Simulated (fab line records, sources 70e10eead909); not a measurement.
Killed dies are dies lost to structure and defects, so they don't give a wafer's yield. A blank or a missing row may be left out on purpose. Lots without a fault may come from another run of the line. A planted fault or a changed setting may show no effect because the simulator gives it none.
Which tool did it? | flow nand_harc | 24 lots, 72 wafers sampled, at 6 steps of a route of 1302

WHAT THE GAUGES READ, wafer by wafer
NHARC_A_CONTACT_OVL_MEAS_70. Usual: overlay_x_nm 0.0 nm, standard deviation 0.87; overlay_y_nm 0.2 nm, standard deviation 0.88.
lot  | measured     | on         | overlay_x_nm (nm) | overlay_y_nm (nm) | flag
L074 | day 21 23:54 | overlay-02 | 0.1 -0.3 -0.4     | -0.5 -0.4 -0.9    |
L075 | day 22 00:22 | overlay-02 | 0.3 0.4 0.5       | 0.1 -0.4 0.3      |
L076 | day 23 06:23 | overlay-01 | -1.5 -1.4 -0.8    | 2.4 2.0 1.8       |
L078 | day 23 09:12 | overlay-01 | 0.0 0.2 0.9       | -1.0 -0.4 -0.6    |
L077 | day 23 15:46 | overlay-02 | 0.6 0.9 1.3       | 0.1 0.1 -0.2      |
L079 | day 24 00:43 | overlay-02 | 0.4 -0.3 0.4      | 0.8 0.7 0.9       |
L081 | day 24 21:46 | overlay-01 | -0.6 -1.3 -0.9    | 1.1 0.9 0.9       |
L082 | day 25 02:45 | overlay-02 | 0.5 0.1 -0.7      | 0.8 0.7 0.7       |
L080 | day 25 03:14 | overlay-01 | -0.2 0.1 0.3      | -0.4 0.2 -0.8     |
L083 | day 25 16:13 | overlay-02 | -0.5 -1.3 -0.9    | 1.2 1.4 0.9       |
L085 | day 26 18:15 | overlay-02 | 0.9 1.6 2.1       | -0.4 0.1 -0.4     |
L084 | day 27 10:04 | overlay-01 | -1.7 -1.7 -1.4    | -0.5 0.5 0.1      |
L087 | day 27 10:43 | overlay-01 | 0.5 0.7 0.8       | 0.4 0.6 0.1       |
L086 | day 27 11:29 | overlay-02 | -0.1 -0.3 0.4     | 1.5 1.3 1.1       |
L091 | day 28 07:02 | overlay-02 | -0.2 -0.4 -0.2    | 0.2 0.5 0.7       |
L090 | day 28 10:16 | overlay-01 | -1.1 -1.1 -1.4    | 0.8 0.6 1.5       |
L088 | day 28 14:18 | overlay-01 | 0.4 0.9 1.1       | -0.3 -1.2 -0.8    |
L089 | day 29 04:13 | overlay-02 | -0.8 -1.4 -1.5    | -0.7 -1.2 -0.1    |
L092 | day 29 10:36 | overlay-01 | -0.6 0.2 -0.5     | -0.7 -0.6 -0.6    |
L093 | day 30 08:22 | overlay-01 | -0.8 -0.5 -1.2    | -0.8 -0.7 -0.9    |
L094 | day 30 08:45 | overlay-01 | 0.5 0.9 0.6       | 0.3 0.6 0.4       |
L095 | day 30 20:14 | overlay-02 | 2.0 1.7 0.9       | 1.1 1.0 0.9       |
L096 | day 31 04:31 | overlay-01 | 0.4 -0.5 0.6      | -0.9 -0.8 -0.7    |
L097 | day 31 16:16 | overlay-01 | 0.8 1.4 0.9       | -0.5 -0.6 -0.4    |

NHARC_A_BLC_INSPECT_12. Usual: raw_defect_count 81, standard deviation 37.
lot  | measured     | on                | raw_defect_count | flag
L074 | day 22 16:03 | defect_inspect-02 | 92 103 103       |
L075 | day 22 14:56 | defect_inspect-02 | 24 18 22         |
L076 | day 23 21:06 | defect_inspect-02 | 83 75 66         |
L078 | day 23 23:58 | defect_inspect-01 | 116 142 122      |
L077 | day 24 06:07 | defect_inspect-02 | 64 69 75         |
L079 | day 24 16:43 | defect_inspect-02 | 93 83 69         |
L081 | day 25 17:09 | defect_inspect-01 | 91 91 79         |
L082 | day 25 17:44 | defect_inspect-02 | 123 117 139      |
L080 | day 25 20:21 | defect_inspect-01 | 59 65 81         |
L083 | day 26 09:54 | defect_inspect-02 | 47 41 38         |
L085 | day 27 13:30 | defect_inspect-02 | 82 62 72         |
L084 | day 28 07:17 | defect_inspect-02 | 132 148 147      |
L087 | day 28 08:41 | defect_inspect-01 | 31 31 34         |
L086 | day 28 09:46 | defect_inspect-01 | 121 114 108      |
L091 | day 28 22:45 | defect_inspect-01 | 75 68 79         |
L090 | day 29 05:30 | defect_inspect-01 | 103 113 108      |
L088 | day 29 11:27 | defect_inspect-01 | 53 54 49         |
L089 | day 29 23:07 | defect_inspect-02 | 69 60 71         |
L092 | day 30 02:53 | defect_inspect-01 | 107 122 129      |
L093 | day 30 23:03 | defect_inspect-02 | 40 34 27         |
L094 | day 31 01:52 | defect_inspect-02 | 132 134 128      |
L095 | day 31 10:26 | defect_inspect-01 | 77 64 71         |
L096 | day 31 21:33 | defect_inspect-02 | 134 162 122      |
L097 | day 32 11:51 | defect_inspect-01 | 33 22 28         |

WHICH TOOL RAN EACH LOT (tool, then ch and the chambers of the sampled wafers, then the start)
lot  | NHARC_A_CONTACT_ETCH_122             | NHARC_A_CONTACT_ETCH_125             | NHARC_A_CONTACT_ETCH_106           | NHARC_A_CONTACT_ETCH_110
L074 | har_cap_etch-02 ch 0,1, day 21 17:04 | har_cap_etch-02 ch 0,1, day 22 02:10 | rie_diel-03 ch 1,3, day 22 04:48   | rie_diel-11 ch 2,3, day 22 13:13
L075 | har_cap_etch-03 ch 0,1, day 21 17:13 | har_cap_etch-03 ch 0,1, day 22 02:14 | rie_diel-07 ch 1,2, day 22 04:55   | rie_diel-07 ch 2,3, day 22 12:10
L076 | har_cap_etch-01 ch 0,1, day 22 22:22 | har_cap_etch-01 ch 0,1, day 23 08:14 | rie_diel-07 ch 0,3, day 23 10:58   | rie_diel-03 ch 0,2, day 23 18:28
L078 | har_cap_etch-03 ch 0,1, day 23 02:22 | har_cap_etch-03 ch 0,1, day 23 11:07 | rie_diel-03 ch 0,1,3, day 23 14:32 | rie_diel-07 ch 1,2,3, day 23 21:19
L077 | har_cap_etch-02 ch 0,1, day 23 08:15 | har_cap_etch-03 ch 0,1, day 23 17:41 | rie_diel-07 ch 0,1,2, day 23 20:25 | rie_diel-11 ch 1,2,3, day 24 03:26
L079 | har_cap_etch-02 ch 0,1, day 23 17:14 | har_cap_etch-03 ch 0,1, day 24 02:36 | rie_diel-03 ch 0,1,2, day 24 05:20 | rie_diel-07 ch 2,3, day 24 14:00
L081 | har_cap_etch-02 ch 0,1, day 24 15:18 | har_cap_etch-02 ch 0,1, day 24 23:37 | rie_diel-03 ch 1,2,3, day 25 02:50 | rie_diel-03 ch 1,3, day 25 14:23
L082 | har_cap_etch-03 ch 0,1, day 24 18:34 | har_cap_etch-03 ch 0,1, day 25 04:37 | rie_diel-07 ch 0,2,3, day 25 07:22 | rie_diel-07 ch 0,1,2, day 25 14:59
L080 | har_cap_etch-01 ch 0,1, day 24 18:40 | har_cap_etch-01 ch 0,1, day 25 05:04 | rie_diel-07 ch 0,2, day 25 07:49   | rie_diel-07 ch 1,3, day 25 17:34
L083 | har_cap_etch-02 ch 0,1, day 25 08:16 | har_cap_etch-03 ch 0,1, day 25 18:03 | rie_diel-11 ch 0,2,3, day 25 20:46 | rie_diel-07 ch 0,2,3, day 26 07:06
L085 | har_cap_etch-02 ch 0,1, day 26 11:25 | har_cap_etch-03 ch 0,1, day 26 20:07 | rie_diel-03 ch 0,1,3, day 26 22:50 | rie_diel-11 ch 0,1,2, day 27 10:31
L084 | har_cap_etch-01 ch 0,1, day 27 03:01 | har_cap_etch-02 ch 0,1, day 27 14:32 | rie_diel-11 ch 0,2,3, day 27 17:19 | rie_diel-11 ch 0,1, day 28 04:23
L087 | har_cap_etch-02 ch 0,1, day 27 04:00 | har_cap_etch-03 ch 0,1, day 27 16:13 | rie_diel-11 ch 1,2,3, day 27 18:56 | rie_diel-03 ch 2,3, day 28 05:56
L086 | har_cap_etch-03 ch 0,1, day 27 04:16 | har_cap_etch-01 ch 0,1, day 27 16:53 | rie_diel-11 ch 0,1,2, day 27 22:26 | rie_diel-03 ch 2,3, day 28 07:08
L091 | har_cap_etch-02 ch 0,1, day 27 22:57 | har_cap_etch-02 ch 0,1, day 28 09:02 | rie_diel-03 ch 1,2,3, day 28 11:57 | rie_diel-03 ch 1,2,3, day 28 19:57
L090 | har_cap_etch-03 ch 0,1, day 28 00:21 | har_cap_etch-03 ch 0, day 28 12:08   | rie_diel-11 ch 0,1, day 28 14:56   | rie_diel-11 ch 0,2,3, day 29 02:43
L088 | har_cap_etch-01 ch 0,1, day 28 01:46 | har_cap_etch-02 ch 0,1, day 28 16:53 | rie_diel-03 ch 0,2,3, day 28 19:55 | rie_diel-11 ch 0,1,3, day 29 08:40
L089 | har_cap_etch-01 ch 0,1, day 28 17:44 | har_cap_etch-03 ch 0,1, day 29 06:07 | rie_diel-03 ch 2,3, day 29 08:52   | rie_diel-11 ch 0,3, day 29 20:17
L092 | har_cap_etch-02 ch 1, day 29 03:41   | har_cap_etch-01 ch 0,1, day 29 12:26 | rie_diel-03 ch 0,1, day 29 15:12   | rie_diel-11 ch 0,1,3, day 30 00:04
L093 | har_cap_etch-01 ch 0,1, day 30 01:54 | har_cap_etch-01 ch 0,1, day 30 10:45 | rie_diel-03 ch 2,3, day 30 13:27   | rie_diel-03 ch 0,3, day 30 20:17
L094 | har_cap_etch-02 ch 0,1, day 30 02:08 | har_cap_etch-02 ch 0,1, day 30 10:51 | rie_diel-11 ch 0,2,3, day 30 14:18 | rie_diel-07 ch 0,1,2, day 30 23:04
L095 | har_cap_etch-03 ch 0, day 30 07:09   | har_cap_etch-03 ch 1, day 30 22:09   | rie_diel-03 ch 0,1, day 31 00:50   | rie_diel-07 ch 0,2,3, day 31 07:40
L096 | har_cap_etch-01 ch 0,1, day 30 22:15 | har_cap_etch-03 ch 0,1, day 31 06:43 | rie_diel-07 ch 0,1,3, day 31 09:29 | rie_diel-07 ch 0,1,3, day 31 18:44
L097 | har_cap_etch-02 ch 0,1, day 31 06:43 | har_cap_etch-02 ch 0,1, day 31 18:06 | rie_diel-07 ch 0,1, day 31 20:49   | rie_diel-11 ch 0,1,2, day 32 09:13
- NHARC_A_CONTACT_ETCH_122: etches the open film in C4F8/O2/Ar, time 190 s, target depth 1850 nm.
- NHARC_A_CONTACT_ETCH_125: etches the open film in C4F8/O2/Ar, time 197 s, target depth 1918 nm.
- NHARC_A_CONTACT_ETCH_106: etches the open film in CF4/O2, target depth 90 nm, overetch 9 nm, time 49.5 s.
- NHARC_A_CONTACT_ETCH_110: etches the open film in CF4/O2, target depth 60 nm, overetch 6 nm, time 33 s.

WHAT THE TOOLS THEMSELVES READ (means of the sampled wafers that have a number; where no wafer has one, the mark that the record gives instead)
NHARC_A_CONTACT_ETCH_106. Usual: drypump_motor_current_A 5.7 A, standard deviation 0.33; oes_product_au 0.999 a.u., standard deviation 0.012; rf_vpp_V 197.1 V, standard deviation 1.5; showerhead_plenum_p_Torr 1.30 Torr, standard deviation 0.06; throttle_valve_pct 13.398 %, standard deviation 0.0088.
lot  | tool        | drypump_motor_current_A (A) | oes_product_au (a.u.) | rf_vpp_V (V) | showerhead_plenum_p_Torr (Torr) | throttle_valve_pct (%) | flag
L074 | rie_diel-03 | 5.6                         | 1.003                 | 195.8        | 1.26                            | 13.411                 |
L075 | rie_diel-07 | 5.6                         | 1.024                 | 198.4        | 1.32                            | 13.403                 |
L076 | rie_diel-07 | 5.6                         | 1.003                 | 196.9        | 1.26                            | 13.395                 |
L078 | rie_diel-03 | 5.6                         | 1.003                 | 196.5        | 1.26                            | 13.387                 |
L077 | rie_diel-07 | 5.7                         | 1.005                 | 196.5        | 1.31                            | 13.403                 |
L079 | rie_diel-03 | 5.6                         | 0.990                 | 196.9        | 1.29                            | 13.397                 |
L081 | rie_diel-03 | 5.6                         | 0.999                 | 196.8        | 1.29                            | 13.398                 |
L082 | rie_diel-07 | 5.6                         | 1.004                 | 196.0        | 1.26                            | 13.402                 |
L080 | rie_diel-07 | 5.8                         | 1.020                 | 196.1        | 1.25                            | 13.390                 |
L083 | rie_diel-11 | 5.8                         | 0.984                 | 197.4        | 1.33                            | 13.398                 |
L085 | rie_diel-03 | 5.6                         | 0.996                 | 195.9        | 1.26                            | 13.387                 |
L084 | rie_diel-11 | 5.8                         | 0.995                 | 197.6        | 1.33                            | 13.394                 |
L087 | rie_diel-11 | 5.6                         | 0.996                 | 197.7        | 1.32                            | 13.400                 |
L086 | rie_diel-11 | 5.9                         | 1.000                 | 198.5        | 1.37                            | 13.399                 |
L091 | rie_diel-03 | 5.6                         | 0.992                 | 196.2        | 1.28                            | 13.400                 |
L090 | rie_diel-11 | 5.7                         | 1.001                 | 199.0        | 1.40                            | 13.402                 |
L088 | rie_diel-03 | 5.9                         | 0.993                 | 196.5        | 1.28                            | 13.389                 |
L089 | rie_diel-03 | 5.9                         | 0.981                 | 196.9        | 1.27                            | 13.397                 |
L092 | rie_diel-03 | 5.6                         | 1.006                 | 196.5        | 1.26                            | 13.405                 |
L093 | rie_diel-03 | 5.9                         | 0.974                 | 196.8        | 1.27                            | 13.395                 |
L094 | rie_diel-11 | 5.8                         | 0.998                 | 197.7        | 1.33                            | 13.407                 |
L095 | rie_diel-03 | 5.6                         | 1.005                 | 196.0        | 1.26                            | 13.400                 |
L096 | rie_diel-07 | 5.6                         | 0.993                 | 197.5        | 1.30                            | 13.395                 |
L097 | rie_diel-07 | 5.7                         | 0.997                 | 196.7        | 1.29                            | 13.390                 |

NHARC_A_CONTACT_ETCH_110. Usual: drypump_motor_current_A 5.7 A, standard deviation 0.33; oes_product_au 0.999 a.u., standard deviation 0.011; rf_vpp_V 197.2 V, standard deviation 1.6; showerhead_plenum_p_Torr 1.31 Torr, standard deviation 0.065; throttle_valve_pct 13.398 %, standard deviation 0.0094.
lot  | tool        | drypump_motor_current_A (A) | oes_product_au (a.u.) | rf_vpp_V (V) | showerhead_plenum_p_Torr (Torr) | throttle_valve_pct (%) | flag
L074 | rie_diel-11 | 5.4                         | 0.988                 | 196.5        | 1.28                            | 13.394                 |
L075 | rie_diel-07 | 5.6                         | 1.011                 | 197.3        | 1.28                            | 13.401                 |
L076 | rie_diel-03 | 5.9                         | 1.002                 | 197.0        | 1.30                            | 13.395                 |
L078 | rie_diel-07 | 5.5                         | 1.010                 | 196.7        | 1.32                            | 13.403                 |
L077 | rie_diel-11 | 5.6                         | 0.988                 | 197.3        | 1.32                            | 13.398                 |
L079 | rie_diel-07 | 5.5                         | 1.014                 | 196.9        | 1.27                            | 13.397                 |
L081 | rie_diel-03 | 5.6                         | 0.999                 | 195.9        | 1.25                            | 13.405                 |
L082 | rie_diel-07 | 5.7                         | 1.008                 | 197.0        | 1.31                            | 13.392                 |
L080 | rie_diel-07 | 5.4                         | 1.005                 | 196.7        | 1.31                            | 13.400                 |
L083 | rie_diel-07 | 5.7                         | 1.012                 | 197.5        | 1.26                            | 13.402                 |
L085 | rie_diel-11 | 5.9                         | 0.995                 | 198.5        | 1.38                            | 13.399                 |
L084 | rie_diel-11 | 5.9                         | 0.999                 | 199.5        | 1.42                            | 13.394                 |
L087 | rie_diel-03 | 5.9                         | 0.982                 | 196.2        | 1.27                            | 13.395                 |
L086 | rie_diel-03 | 5.9                         | 0.988                 | 196.8        | 1.27                            | 13.389                 |
L091 | rie_diel-03 | 5.6                         | 0.990                 | 196.0        | 1.28                            | 13.400                 |
L090 | rie_diel-11 | 5.8                         | 0.997                 | 198.1        | 1.33                            | 13.396                 |
L088 | rie_diel-11 | 5.6                         | 0.999                 | 198.7        | 1.36                            | 13.393                 |
L089 | rie_diel-11 | 5.5                         | 1.003                 | 197.4        | 1.32                            | 13.402                 |
L092 | rie_diel-11 | 5.6                         | 1.000                 | 197.9        | 1.36                            | 13.391                 |
L093 | rie_diel-03 | 5.9                         | 1.004                 | 195.5        | 1.25                            | 13.399                 |
L094 | rie_diel-07 | 5.6                         | 1.006                 | 197.4        | 1.31                            | 13.393                 |
L095 | rie_diel-07 | 5.7                         | 0.992                 | 196.4        | 1.26                            | 13.397                 |
L096 | rie_diel-07 | 5.6                         | 0.992                 | 198.3        | 1.30                            | 13.408                 |
L097 | rie_diel-11 | 5.9                         | 0.995                 | 198.6        | 1.36                            | 13.395                 |

THE ANSWER, worked out from the rows above alone
Rule: a lot is off if the mean of its wafers that have a number lies more than 3 standard deviations from the usual mean. A lot without any number at a reading at which 4 lots or more have one is off too. The other lots that the step has rows for count as sound. The gauges are gone through in route order, then the tools' own readings, and for those a lot's mean is taken as printed above. The first step at which some lot is off is used, and at that step the reading that is off furthest; a lot without a number counts as furthest.
No lot is off at any reading shown: from this, nothing can be told.

WHAT THE SIMULATOR HAD PUT IN
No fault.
